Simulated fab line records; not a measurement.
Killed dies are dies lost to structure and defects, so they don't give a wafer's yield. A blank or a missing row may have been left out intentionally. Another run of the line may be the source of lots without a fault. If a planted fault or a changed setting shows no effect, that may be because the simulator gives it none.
fab line records	flow n5Finfet
record: lots: 24	wafers: 72	lastDay: 18
route steps=1938 shown WELL_APT@29 FIN_SAQP@112 SD_EPI_N@293 SD_EPI_P@308
lots untouched by any fault: they come from a run of this same line in which no faults occurred
startH: start of the lot's first displayed wafer, in hours after the record's first day	waitH: how many hours have passed since the lot's step before this one	" the same as in the row above	L1.1+2: a single row standing in for several wafers	- no value, or no start was given	* or withheld: withheld	< > ~ a bound
route shown NAME@n: NAME is a module with steps in the file, n the number in the route of the first one	usual: mean and standard deviation over wafers with no fault	same: alike in all rows	chamber/n: place in a boat	sites: the reading at each site	_std_site: standard deviation of those values	_edge_site: mean of outer sites minus mean of inner sites	radiusMm: for every site, how far away it sits from the centre of the wafer	mask NAME#n: copy n	behind: tool/chamber where the wafer was last shaped	hold: why the lot went on hold/how many hours it stayed there/how the hold came to an end	device: whichever transistor did not switch (one of n, p or np)	end of line: at the end of the route, the tests of the same wafers	step lacking rows: just its recipe	killed: the dies lost at the first sort to structure and to defects; this is not the yield of the wafer	map: dies across one wafer; x = killed, . = not, _ = none there
set.NAME: the setting that was run; set.NAME@STEP: the one run at that earlier step	model.NAME: the simulator's own value behind a step, which no gauge read
steps of the route over a sample of lots; a table a step, a row a wafer
services: the hour from which a tool's chamber was out of use, counted from the record's first day as startH (under 0 if before that day), plus the number of hours and why
== steps ==
step: N5_WELL_APT_OVL_MEAS_09
recipe: pointsPerWafer: 44
usual: NWELL_OVL: -3/5.1
lot.wafer	tool	chamber	startH	waitH	NWELL_OVL[nm]
L074.1	overlay-02	0	13.72	0.0	3
L074.3	"	0	"	"	3
L074.4	"	0	"	"	2
L075.2	overlay-01	0	19.87	0.0	-5
L075.5	"	0	"	"	-10
L075.6	"	0	"	"	-12
L076.1	overlay-02	0	25.84	0.0	-7
L076.2	"	0	"	"	-1
L076.4	"	0	"	"	-9
L077.1	overlay-01	0	31.78	0.0	-1
L077.4	"	0	"	"	-5
L077.5	"	0	"	"	3
L078.3	overlay-02	0	38.17	0.0	0
L078.4	"	0	"	"	-5
L078.5	"	0	"	"	-7
L079.1	overlay-02	0	43.59	0.0	-5
L079.3	"	0	"	"	-3
L079.4	"	0	"	"	-5
L080.2	overlay-01	0	50.25	0.1	1
L080.5	"	0	"	"	2
L080.6	"	0	"	"	2
L081.1	overlay-01	0	55.59	0.0	-2
L081.3	"	0	"	"	-7
L081.4	"	0	"	"	-6
L082.2	overlay-02	0	61.59	0.0	2
L082.4	"	0	"	"	-7
L082.5	"	0	"	"	8
L083.1	overlay-01	0	68.39	0.0	1
L083.4	"	0	"	"	7
L083.5	"	0	"	"	0
L084.1	overlay-01	0	73.71	0.0	-4
L084.5	"	0	"	"	-4
L084.6	"	0	"	"	4
L085.2	overlay-01	0	79.80	0.0	-4
L085.3	"	0	"	"	3
L085.4	"	0	"	"	4
L086.1	overlay-01	0	85.90	0.0	-3
L086.3	"	0	"	"	-1
L086.5	"	0	"	"	6
L087.1	overlay-02	0	91.85	0.0	-2
L087.5	"	0	"	"	1
L087.6	"	0	"	"	-2
L088.1	overlay-01	0	98.13	0.0	-9
L088.2	"	0	"	"	-7
L088.5	"	0	"	"	-9
L089.1	overlay-01	0	103.84	0.0	-5
L089.4	"	0	"	"	8
L089.5	"	0	"	"	0
L090.2	overlay-01	0	109.72	0.0	-6
L090.3	"	0	"	"	-7
L090.5	"	0	"	"	4
L091.3	overlay-02	0	115.67	0.0	-2
L091.4	"	0	"	"	-1
L091.5	"	0	"	"	1
L092.2	overlay-01	0	121.75	0.0	-5
L092.4	"	0	"	"	-8
L092.5	"	0	"	"	-10
L093.3	overlay-02	0	127.74	0.0	2
L093.5	"	0	"	"	5
L093.6	"	0	"	"	-7
L094.2	overlay-01	0	134.06	0.0	-1
L094.3	"	0	"	"	-9
L094.5	"	0	"	"	-3
L095.1	overlay-01	0	139.74	0.0	-4
L095.4	"	0	"	"	-8
L095.6	"	0	"	"	-7
L096.2	overlay-02	0	145.71	0.0	-9
L096.4	"	0	"	"	-4
L096.5	"	0	"	"	-10
L097.3	overlay-01	0	152.55	0.0	-1
L097.5	"	0	"	"	1
L097.6	"	0	"	"	-5
step: N5_FIN_SAQP_OVL_MEAS_17
recipe: pointsPerWafer: 44
usual: FIN_CORE_OVL: 0.3/0.74
lot.wafer	tool	chamber	startH	waitH	FIN_CORE_OVL[nm]
L074.1	overlay-02	0	22.09	0.0	1.3
L074.3	"	0	"	"	1.2
L074.4	"	0	"	"	1.9
L075.2	overlay-01	0	27.79	0.0	0.7
L075.5	"	0	"	"	1.2
L075.6	"	0	"	"	0.7
L076.1	overlay-02	0	33.78	0.0	-0.2
L076.2	"	0	"	"	-0.1
L076.4	"	0	"	"	2.3
L077.1	overlay-01	0	39.90	0.0	0.0
L077.4	"	0	"	"	-0.2
L077.5	"	0	"	"	-0.1
L078.3	overlay-02	0	46.57	0.0	-0.9
L078.4	"	0	"	"	1.2
L078.5	"	0	"	"	0.8
L079.1	overlay-01	0	51.91	0.0	1.7
L079.3	"	0	"	"	-0.5
L079.4	"	0	"	"	-0.2
L080.2	overlay-02	0	59.11	0.0	-0.2
L080.5	"	0	"	"	-0.4
L080.6	"	0	"	"	-0.1
L081.1	overlay-02	0	63.68	0.0	-0.5
L081.3	"	0	"	"	0.3
L081.4	"	0	"	"	-0.2
L082.2	overlay-02	0	69.86	0.0	1.2
L082.4	"	0	"	"	0.5
L082.5	"	0	"	"	1.3
L083.1	overlay-01	0	77.05	0.0	0.9
L083.4	"	0	"	"	1.3
L083.5	"	0	"	"	-0.2
L084.1	overlay-01	0	81.88	0.0	0.1
L084.5	"	0	"	"	0.3
L084.6	"	0	"	"	-0.2
L085.2	overlay-02	0	89.12	0.0	0.5
L085.3	"	0	"	"	0.9
L085.4	"	0	"	"	0.5
L086.1	overlay-02	0	95.71	0.0	1.0
L086.3	"	0	"	"	0.8
L086.5	"	0	"	"	0.3
L087.1	overlay-01	0	100.07	0.0	0.2
L087.5	"	0	"	"	0.1
L087.6	"	0	"	"	-0.2
L088.1	overlay-02	0	106.65	0.0	-1.0
L088.2	"	0	"	"	0.9
L088.5	"	0	"	"	-0.8
L089.1	overlay-02	0	111.99	0.0	0.7
L089.4	"	0	"	"	1.9
L089.5	"	0	"	"	1.1
L090.2	overlay-01	0	117.88	0.0	-0.7
L090.3	"	0	"	"	1.0
L090.5	"	0	"	"	-0.5
L091.3	overlay-02	0	123.62	0.0	0.0
L091.4	"	0	"	"	0.9
L091.5	"	0	"	"	0.0
L092.2	overlay-01	0	129.73	0.0	-0.2
L092.4	"	0	"	"	0.1
L092.5	"	0	"	"	0.3
L093.3	overlay-01	0	137.63	0.0	-0.7
L093.5	"	0	"	"	0.0
L093.6	"	0	"	"	-1.0
L094.2	overlay-01	0	142.48	0.0	1.3
L094.3	"	0	"	"	-0.3
L094.5	"	0	"	"	0.3
L095.1	overlay-01	0	148.34	0.0	-0.4
L095.4	"	0	"	"	0.4
L095.6	"	0	"	"	-0.2
L096.2	overlay-01	0	154.44	0.0	-0.4
L096.4	"	0	"	"	1.2
L096.5	"	0	"	"	0.6
L097.3	overlay-02	0	161.40	0.0	0.3
L097.5	"	0	"	"	-0.1
L097.6	"	0	"	"	1.1
step: N5_FIN_SAQP_SPACER1_ALD_24
recipe: material: SiO2	targetThkA: 203	tempC: 300	aldPrecursorFamily: BDEAS	aldCoReactant: O2-plasma	pulseTimeS: 1	purgeTimeS: 2	coReactantPurgeTimeS: 2	aldCycles: 218	pressureTorr: 2
usual: heaterPowerW: 497/44	precursorPulseHeightRel: 1.003/0.019
lot.wafer	tool	chamber	startH	waitH	heaterPowerW	precursorPulseHeightRel
L074.1	aldSin-03	1	23.41	0.3	460	0.991
L074.3	"	0	"	"	478	1.019
L074.4	"	1	"	"	474	1.012
L075.2	aldSin-01	2	28.94	0.3	570	1.033
L075.5	"	3	"	"	481	0.989
L075.6	"	2	"	"	569	1.004
L076.1	aldSin-01	2	34.94	0.3	570	1.045
L076.2	"	1	"	"	441	1.009
L076.4	"	0	"	"	525	1.030
L077.1	aldSin-03	1	41.34	0.3	471	0.998
L077.4	"	0	"	"	499	0.967
L077.5	"	3	"	"	496	1.014
L078.3	aldSin-04	0	47.73	0.1	458	1.035
L078.4	"	1	"	"	478	0.975
L078.5	"	3	"	"	535	1.030
L079.1	aldSin-04	1	53.08	0.3	476	1.015
L079.3	"	3	"	"	551	0.983
L079.4	"	2	"	"	566	1.003
L080.2	aldSin-04	3	61.75	1.7	570	0.985
L080.5	"	0	"	"	455	0.997
L080.6	"	1	"	"	488	0.990
L081.1	aldSin-03	0	65.74	0.7	488	1.000
L081.3	"	1	"	"	461	1.015
L081.4	"	2	"	"	448	1.010
L082.2	aldSin-03	3	71.04	0.3	504	0.978
L082.4	"	2	"	"	435	0.995
L082.5	"	3	"	"	497	0.977
L083.1	aldSin-03	1	78.57	0.5	466	0.999
L083.4	"	3	"	"	483	1.013
L083.5	"	1	"	"	467	1.013
L084.1	aldSin-04	2	83.03	0.3	564	1.001
L084.5	"	1	"	"	487	1.004
L084.6	"	0	"	"	464	1.017
L085.2	aldSin-01	3	90.49	0.5	481	0.993
L085.3	"	0	"	"	529	0.996
L085.4	"	2	"	"	572	0.986
L086.1	aldSin-04	0	96.96	0.3	464	1.018
L086.3	"	1	"	"	484	0.979
L086.5	"	0	"	"	451	1.024
L087.1	aldSin-04	0	101.42	0.3	451	0.991
L087.5	"	2	"	"	573	1.007
L087.6	"	1	"	"	483	1.003
L088.1	aldSin-03	2	108.25	0.3	477	1.009
L088.2	"	3	"	"	468	1.021
L088.5	"	3	"	"	470	1.019
L089.1	aldSin-01	3	113.15	0.3	495	1.011
L089.4	"	2	"	"	578	1.010
L089.5	"	1	"	"	464	1.004
L090.2	aldSin-01	3	119.03	0.3	494	1.024
L090.3	"	2	"	"	575	1.015
L090.5	"	2	"	"	555	0.968
L091.3	aldSin-04	0	124.76	0.1	455	1.017
L091.4	"	1	"	"	489	1.004
L091.5	"	3	"	"	536	0.978
L092.2	aldSin-04	3	131.09	0.3	561	1.043
L092.4	"	0	"	"	453	1.010
L092.5	"	3	"	"	553	1.008
L093.3	aldSin-04	1	139.50	0.7	478	0.996
L093.5	"	3	"	"	552	0.989
L093.6	"	0	"	"	454	0.970
L094.2	aldSin-04	2	143.72	0.4	562	1.037
L094.3	"	1	"	"	471	0.979
L094.5	"	0	"	"	440	1.015
L095.1	aldSin-03	2	149.49	0.3	460	0.995
L095.4	"	3	"	"	466	0.985
L095.6	"	1	"	"	444	1.009
L096.2	aldSin-03	1	155.74	0.3	444	0.997
L096.4	"	0	"	"	483	1.008
L096.5	"	2	"	"	461	0.998
L097.3	aldSin-01	2	162.77	0.1	577	0.998
L097.5	"	1	"	"	459	1.021
L097.6	"	2	"	"	564	0.985
step: N5_SD_EPI_N_LINER_46
recipe: material: SiNx	targetThkA: 30	tempC: 400	aldPrecursorFamily: SiH2I2	aldCoReactant: N2/H2-plasma	pressureTorr: 2
usual: heaterPowerW: 895/78
lot.wafer	tool	chamber	startH	waitH	heaterPowerW
L074.1	aldSin-03	2	56.83	0.2	786
L074.3	"	3	"	"	891
L074.4	"	1	"	"	830
L075.2	aldSin-04	3	59.80	0.1	1004
L075.5	"	1	"	"	857
L075.6	"	2	"	"	1034
L076.1	aldSin-03	3	64.88	0.3	891
L076.2	"	1	"	"	870
L076.4	"	2	"	"	768
L077.1	aldSin-04	2	71.54	0.2	1022
L077.4	"	0	"	"	812
L077.5	"	3	"	"	954
L078.3	aldSin-01	3	77.59	0.1	864
L078.4	"	1	"	"	829
L078.5	"	3	"	"	858
L079.1	aldSin-03	2	81.77	0.2	808
L079.3	"	3	"	"	929
L079.4	"	0	"	"	869
L080.2	aldSin-04	0	91.88	0.1	824
L080.5	"	3	"	"	971
L080.6	"	0	"	"	800
L081.1	aldSin-04	0	95.50	0.4	829
L081.3	"	2	"	"	1028
L081.4	"	3	"	"	978
L082.2	aldSin-01	1	102.21	0.1	807
L082.4	"	3	"	"	877
L082.5	"	2	"	"	994
L083.1	aldSin-01	1	110.54	0.3	818
L083.4	"	2	"	"	1012
L083.5	"	3	"	"	871
L084.1	aldSin-01	2	112.70	0.2	1002
L084.5	"	3	"	"	843
L084.6	"	2	"	"	1024
L085.2	aldSin-01	0	122.73	0.1	940
L085.3	"	3	"	"	893
L085.4	"	2	"	"	1016
L086.1	aldSin-03	1	127.21	0.2	810
L086.3	"	0	"	"	838
L086.5	"	0	"	"	845
L087.1	aldSin-01	3	132.57	0.2	885
L087.5	"	1	"	"	818
L087.6	"	0	"	"	959
L088.1	aldSin-04	0	136.51	0.2	808
L088.2	"	3	"	"	992
L088.5	"	1	"	"	884
L089.1	aldSin-04	3	143.50	0.2	969
L089.4	"	1	"	"	867
L089.5	"	3	"	"	989
L090.2	aldSin-04	2	149.36	0.1	1022
L090.3	"	3	"	"	982
L090.5	"	0	"	"	804
L092.2	aldSin-01	0	161.44	0.1	938
L092.4	"	3	"	"	865
L092.5	"	2	"	"	1024
L093.3	aldSin-04	1	169.80	0.1	861
L093.5	"	1	"	"	852
L093.6	"	2	"	"	1005
L094.2	aldSin-01	2	172.49	0.1	1018
L094.3	"	0	"	"	950
L094.5	"	1	"	"	801
L095.1	aldSin-01	2	178.59	0.2	1013
L095.4	"	3	"	"	875
L095.6	"	0	"	"	944
L096.2	aldSin-03	1	185.65	0.1	820
L096.4	"	2	"	"	829
L096.5	"	1	"	"	797
L097.3	aldSin-01	3	192.12	0.1	857
L097.5	"	3	"	"	864
L097.6	"	2	"	"	1013
L091.3	aldSin-03	3	194.24	0.1	832
L091.4	"	1	"	"	801
L091.5	"	0	"	"	840
step: N5_SD_EPI_P_ETCH_37
recipe: chemistry: N2/H2	target: SOC	overetchA: 1080	maskMaterial: SiARC	tempC: 40	ionEnergyEv: 100	sourceW: 3000	biasW: 133	pressureMtorr: 20	timeS: 486	n2FlowSccm: 200	h2FlowSccm: 200	ends: endPoint
usual: drypumpMotorCurrentA: 5.8/0.4	oesProductAu: 0.70/0.06	rfVppV: 240.6/1.3	showerheadPlenumPTorr: 2.54/0.093	throttleValvePct: 24.0/0.31
lot.wafer	tool	chamber	startH	waitH	drypumpMotorCurrentA	oesProductAu	rfHoursCounterH	rfVppV	showerheadPlenumPTorr	throttleValvePct
L074.1	rieDiel-03	0	57.66	0.0	5.9	0.76	60	240.4	2.59	24.0
L074.3	"	2	"	"	6.1	0.66	189	243.7	2.63	24.0
L074.4	"	3	"	"	5.6	0.67	152	242.3	2.53	23.7
L075.2	rieDiel-03	3	60.63	0.0	5.6	0.67	153	239.8	2.53	23.7
L075.5	"	0	"	"	5.9	0.75	-	242.2	2.59	24.0
L075.6	"	1	"	"	6.1	0.69	-	240.7	2.54	23.8
L076.1	rieDiel-03	1	65.70	0.0	6.1	0.69	142	240.7	2.54	23.7
L076.2	"	2	"	"	6.1	0.67	191	241.3	2.63	24.0
L076.4	"	3	"	"	5.7	0.68	154	241.0	2.53	23.7
L077.1	rieDiel-03	3	72.26	0.0	5.7	0.67	155	241.4	2.53	23.7
L077.4	"	0	"	"	5.9	0.75	65	240.8	2.58	24.0
L077.5	"	3	"	"	5.6	0.67	-	239.5	2.53	23.7
L078.3	rieDiel-05	0	78.75	0.0	6.8	0.78	64	243.1	2.68	23.5
L078.4	"	1	"	"	5.4	0.72	103	239.6	2.44	23.5
L078.5	"	2	"	"	5.1	0.86	-	239.8	2.51	24.3
L079.1	rieDiel-06	3	82.60	0.0	5.9	0.80	49	238.9	2.49	23.7
L079.3	"	2	"	"	5.5	0.66	202	239.3	2.40	24.0
L079.4	"	1	"	"	6.4	0.72	120	242.2	2.68	24.7
L080.2	rieDiel-06	1	92.60	0.0	6.3	0.71	123	242.5	2.68	24.7
L080.5	"	1	"	"	6.4	0.71	-	240.8	2.68	24.7
L080.6	"	2	"	"	5.4	0.66	-	239.0	2.40	24.0
L081.1	rieDiel-03	1	96.33	0.0	6.1	0.68	151	241.5	2.53	23.8
L081.3	"	0	"	"	5.9	0.75	73	241.2	2.58	24.0
L081.4	"	2	"	"	6.1	0.66	201	241.7	2.63	24.0
L082.2	rieDiel-06	1	103.04	0.0	6.4	0.70	127	241.6	2.68	24.7
L082.4	"	2	"	"	5.5	0.66	209	239.4	2.40	24.0
L082.5	"	3	"	"	5.9	0.78	-	239.0	2.49	23.8
L083.1	rieDiel-03	0	111.37	0.0	5.9	0.75	77	241.0	2.58	24.0
L083.4	"	3	"	"	5.7	0.67	-	239.8	2.53	23.7
L083.5	"	2	"	"	6.1	0.66	-	241.1	2.62	24.0
L084.1	rieDiel-03	2	114.47	0.0	6.1	0.65	206	241.2	2.62	24.0
L084.5	"	2	"	"	6.1	0.65	-	241.0	2.62	24.0
L084.6	"	3	"	"	5.7	0.66	-	240.2	2.53	23.7
L085.2	rieDiel-06	1	123.44	0.0	6.3	0.70	133	242.0	2.67	24.7
L085.3	"	3	"	"	5.9	0.78	57	240.3	2.48	23.8
L085.4	"	2	"	"	5.5	0.64	215	239.3	2.40	24.0
L086.1	rieDiel-05	2	128.07	0.0	5.0	0.81	18	239.4	2.50	24.3
L086.3	"	0	"	"	6.8	0.76	77	241.4	2.67	23.6
L086.5	"	1	"	"	5.4	0.70	-	240.1	2.44	23.5
L087.1	rieDiel-06	3	133.43	0.0	5.9	0.78	60	239.1	2.48	23.8
L087.5	"	1	"	"	6.4	0.70	-	242.2	2.67	24.7
L087.6	"	2	"	"	5.5	0.64	-	238.8	2.39	24.0
L088.1	rieDiel-03	2	137.23	0.0	6.1	0.65	214	240.2	2.62	24.0
L088.2	"	0	"	"	5.9	0.73	87	241.5	2.57	24.0
L088.5	"	1	"	"	6.1	0.68	-	240.8	2.53	23.8
L089.1	rieDiel-06	2	144.33	0.0	5.4	0.65	222	238.8	2.39	24.0
L089.4	"	3	"	"	5.9	0.77	63	240.7	2.48	23.8
L089.5	"	0	"	"	5.8	0.63	-	240.2	2.61	24.2
L090.2	rieDiel-06	0	150.10	0.0	5.8	0.63	229	242.5	2.61	24.2
L090.3	"	2	"	"	5.5	0.65	223	239.2	2.39	24.0
L090.5	"	0	"	"	5.8	0.63	-	241.0	2.61	24.2
L092.2	rieDiel-06	0	163.16	0.0	5.8	0.63	235	241.9	2.61	24.2
L092.4	"	3	"	"	5.9	0.77	71	240.8	2.48	23.8
L092.5	"	2	"	"	5.5	0.64	-	239.2	2.39	24.0
L093.3	rieDiel-05	0	170.62	0.0	6.8	0.75	92	241.7	2.67	23.6
L093.5	"	1	"	"	5.4	0.69	-	239.6	2.43	23.5
L093.6	"	2	"	"	5.1	0.78	-	239.2	2.49	24.3
L094.2	rieDiel-06	3	173.19	0.0	5.9	0.76	75	238.4	2.48	23.8
L094.3	"	0	"	"	5.8	0.63	239	241.8	2.60	24.2
L094.5	"	2	"	"	5.5	0.64	-	240.5	2.39	24.0
L095.1	rieDiel-06	1	180.56	0.0	6.4	0.69	153	241.3	2.67	24.7
L095.4	"	2	"	"	5.4	0.64	239	237.9	2.39	24.0
L095.6	"	0	"	"	5.8	0.62	-	242.1	2.60	24.2
L096.2	rieDiel-06	2	187.64	0.0	5.5	0.64	242	238.4	2.38	24.0
L096.4	"	1	"	"	6.3	0.68	156	242.2	2.66	24.7
L096.5	"	2	"	"	5.4	0.63	-	240.6	2.38	24.1
L097.3	rieDiel-06	3	192.82	0.0	5.9	0.75	85	239.7	2.47	23.8
L097.5	"	2	"	"	5.5	0.63	-	239.7	2.38	24.0
L097.6	"	3	"	"	5.9	0.76	-	238.4	2.47	23.8
L091.3	rieDiel-05	3	194.95	0.0	5.1	0.86	1	241.7	2.72	23.8
L091.4	"	2	"	"	5.0	0.77	-	239.6	2.49	24.3
L091.5	"	3	"	"	5.1	0.87	-	242.1	2.72	23.7
step: N5_SD_EPI_P_SD_RECESS_17
recipe: chemistry: HBr/Cl2/O2	targetDepthA: 391	btTimeS: 3	pressureMtorr: 10	icpW: 800	biasW: 112	HBr_flow_sccm: 150	Cl2_flow_sccm: 80	O2_flow_sccm: 12
usual: drypumpMotorCurrentA: 5.8/0.36	heBacksideLeakSccm: 2.75/0.25	oesProductAu: 1.002/0.014	throttleValvePct: 37.0/0.33
lot.wafer	tool	chamber	startH	waitH	drypumpMotorCurrentA	heBacksideLeakSccm	oesProductAu	rfHoursCounterH	throttleValvePct
L074.1	rieSi-05	0	58.25	0.0	5.8	2.70	1.008	81	37.0
L074.3	"	2	"	"	5.0	2.83	1.000	10	36.6
L074.4	"	1	"	"	5.3	2.83	0.990	148	37.0
L075.2	rieSi-05	0	61.23	0.0	5.8	2.61	1.000	81	37.0
L075.5	"	1	"	"	5.3	3.09	0.984	-	37.0
L075.6	"	2	"	"	5.0	2.80	0.994	-	36.6
L076.1	rieSi-05	0	66.30	0.0	5.8	2.79	1.012	81	37.0
L076.2	"	2	"	"	5.0	2.65	1.005	10	36.6
L076.4	"	2	"	"	4.9	2.68	1.002	-	36.6
L077.1	rieSi-03	1	72.86	0.0	5.4	2.58	0.989	180	36.5
L077.4	"	2	"	"	5.8	2.56	1.000	110	37.1
L077.5	"	1	"	"	5.4	2.47	0.983	-	36.5
L078.3	rieSi-05	3	79.34	0.0	5.8	3.02	0.984	78	37.0
L078.4	"	2	"	"	5.0	2.77	1.000	-	36.6
L078.5	"	0	"	"	5.8	2.56	1.009	-	37.0
L079.1	rieSi-03	3	83.20	0.0	5.9	2.74	1.028	152	37.4
L079.3	"	2	"	"	5.8	2.45	1.005	110	37.1
L079.4	"	1	"	"	5.4	2.60	0.991	180	36.5
L080.2	rieSi-03	2	93.20	0.0	5.9	2.42	1.002	110	37.1
L080.5	"	1	"	"	5.4	2.58	0.984	-	36.5
L080.6	"	2	"	"	5.8	2.42	1.006	-	37.1
L081.1	rieSi-06	1	96.93	0.0	6.2	2.93	0.987	101	37.6
L081.3	"	0	"	"	5.8	2.65	1.007	6	36.7
L081.4	"	3	"	"	6.0	2.74	1.024	34	37.1
L082.2	rieSi-03	2	103.64	0.0	5.9	2.66	1.010	111	37.1
L082.4	"	1	"	"	5.4	2.64	0.990	180	36.5
L082.5	"	3	"	"	5.9	2.36	1.019	-	37.4
L083.1	rieSi-03	2	111.96	0.0	5.8	2.32	1.001	111	37.1
L083.4	"	0	"	"	6.0	3.10	1.024	139	37.0
L083.5	"	2	"	"	5.8	2.32	1.000	-	37.1
L084.1	rieSi-05	2	115.07	0.0	4.9	2.64	1.011	11	36.6
L084.5	"	3	"	"	5.8	3.08	0.979	-	37.0
L084.6	"	2	"	"	5.0	2.71	1.000	-	36.6
L085.2	rieSi-03	3	124.03	0.0	5.9	3.22	1.026	153	37.4
L085.3	"	2	"	"	5.9	2.53	1.013	111	37.1
L085.4	"	0	"	"	6.0	3.27	1.012	139	37.0
L086.1	rieSi-05	2	128.67	0.0	5.0	2.70	1.003	11	36.6
L086.3	"	0	"	"	5.8	2.57	1.005	82	37.0
L086.5	"	1	"	"	5.3	2.86	0.992	-	37.0
L087.1	rieSi-05	3	134.02	0.0	5.8	2.91	0.984	79	37.0
L087.5	"	3	"	"	5.8	2.84	0.976	-	37.0
L087.6	"	0	"	"	5.8	2.49	1.007	-	37.0
L088.1	rieSi-03	2	137.83	0.0	5.8	2.33	1.005	111	37.1
L088.2	"	3	"	"	5.9	2.44	1.018	153	37.5
L088.5	"	2	"	"	5.8	2.27	0.992	-	37.1
L089.1	rieSi-05	0	144.93	0.0	5.8	2.85	1.009	83	37.0
L089.4	"	3	"	"	5.8	2.96	0.977	79	37.0
L089.5	"	3	"	"	5.8	2.87	0.977	-	37.0
L090.2	rieSi-03	0	150.70	0.0	6.0	3.20	1.016	140	37.0
L090.3	"	2	"	"	5.8	2.52	1.005	112	37.1
L090.5	"	0	"	"	6.0	3.09	1.020	-	37.0
L092.2	rieSi-06	0	163.76	0.0	5.8	2.51	0.995	7	36.7
L092.4	"	2	"	"	6.4	2.70	1.007	156	37.7
L092.5	"	1	"	"	6.2	2.89	0.985	-	37.7
L093.3	rieSi-03	2	171.22	0.0	5.8	2.68	0.994	112	37.1
L093.5	"	0	"	"	6.1	3.09	1.014	-	37.0
L093.6	"	1	"	"	5.4	2.55	0.991	-	36.5
L094.2	rieSi-06	3	173.79	0.0	6.0	2.88	1.023	35	37.1
L094.3	"	1	"	"	6.2	2.86	0.988	102	37.6
L094.5	"	0	"	"	5.8	2.46	0.997	-	36.7
L095.1	rieSi-06	0	181.16	0.0	5.8	2.72	1.007	8	36.7
L095.4	"	3	"	"	6.0	3.04	1.025	35	37.1
L095.6	"	0	"	"	5.8	2.69	0.991	-	36.7
L096.2	rieSi-03	2	188.23	0.0	5.9	2.39	1.000	112	37.1
L096.4	"	1	"	"	5.4	2.64	0.990	182	36.5
L096.5	"	1	"	"	5.4	2.48	0.991	-	36.6
L097.3	rieSi-03	3	193.41	0.0	5.9	2.27	1.021	154	37.5
L097.5	"	3	"	"	5.9	2.41	1.023	-	37.5
L097.6	"	0	"	"	6.1	3.14	1.021	-	37.0
L091.3	rieSi-06	3	195.54	0.0	6.0	2.91	1.026	35	37.1
L091.4	"	0	"	"	5.8	2.61	1.003	8	36.7
L091.5	"	3	"	"	6.0	2.91	1.016	-	37.1
== services ==
tool	chamber	startH	hours	kind
rieSi-06	-	0.03	0.5	repair
rieDiel-03	1	2.83	1.8	repair
rieDiel-06	3	7.12	14.0	repair
aldSin-04	0	11.67	3.7	repair
aldSin-03	2	15.03	9.6	repair
aldSin-01	3	18.95	4.7	repair
rieSi-06	2	20.91	8.1	repair
rieDiel-05	0	28.35	1.7	repair
rieDiel-05	1	44.15	5.6	repair
rieSi-03	-	48.79	2.8	pm
aldSin-04	1	49.52	1.7	repair
rieSi-03	2	61.71	5.8	repair
rieSi-05	1	65.71	22.7	repair
aldSin-03	1	67.81	6.7	repair
rieDiel-06	1	79.24	2.5	repair
aldSin-03	-	86.62	14.0	pm
rieDiel-06	3	91.35	10.4	repair
rieSi-06	-	101.37	0.1	repair
rieDiel-03	1	111.25	11.3	repair
rieSi-06	-	131.08	15.6	pm
rieDiel-03	1	156.24	7.0	repair
rieDiel-03	2	158.64	5.7	repair
rieDiel-06	1	171.06	6.3	repair
aldSin-04	-	179.17	14.0	pm
== key ==
fault none
